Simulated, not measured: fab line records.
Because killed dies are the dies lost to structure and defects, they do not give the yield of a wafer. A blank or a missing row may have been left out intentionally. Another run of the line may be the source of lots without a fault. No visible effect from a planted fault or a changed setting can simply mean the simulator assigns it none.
Matching of chambers    flow n5 finfet    N5_BEOL_M11_STRIP_67 on rie diel-05 has 4 sister chambers
The step strips in CF4. 8 wafers are shown with their chamber, then 8 later ones without.

== EACH WAFER AND ITS CHAMBER ==
wafer   chamber  drypump motor current A (A)  showerhead plenum p Torr (Torr)
L077.1  1        6.2                          1.81
L086.2  0        5.0                          1.82
L086.3  1        6.2                          1.80
L088.1  3        5.3                          1.72
L088.5  0        4.9                          1.82
L093.4  3        5.4                          1.72
L093.6  2        5.7                          1.70
L076.2  2        5.7                          1.70

== WAFERS WITHOUT THEIR CHAMBER ==
wafer   drypump motor current A (A)  showerhead plenum p Torr (Torr)
L076.3  6.1                          1.80
L076.5  5.7                          1.70
L095.1  6.2                          1.80
L095.3  4.9                          1.81
L095.6  6.2                          1.80
L097.1  6.2                          1.80
L097.3  5.7                          1.70
L097.6  6.2                          1.80

== EACH ONE'S CHAMBER ==
wafer   from the rows above  in truth
L076.3  1                    1
L076.5  2                    2
L095.1  1                    1
L095.3  0                    0
L095.6  1                    1
L097.1  1                    1
L097.3  2                    2
L097.6  1                    1
Placed correctly: 8 of 8. Left unplaced by these rows: 0. Wrongly placed: 0.
How it was worked out, from the rows above alone: a wafer's distance from a chamber is the root of the sum, over the readings, of the square of ((its reading less the chamber's mean) divided by the reading's scatter). The wafer belongs to the nearest chamber; if the next one is less than 2 further off, it can't be placed. The mean given for a chamber averages the wafers shown for that chamber. The scatter: the root of (the sum of the squares of (reading less its chamber's mean) over the shown wafers, divided by (wafers less chambers)).
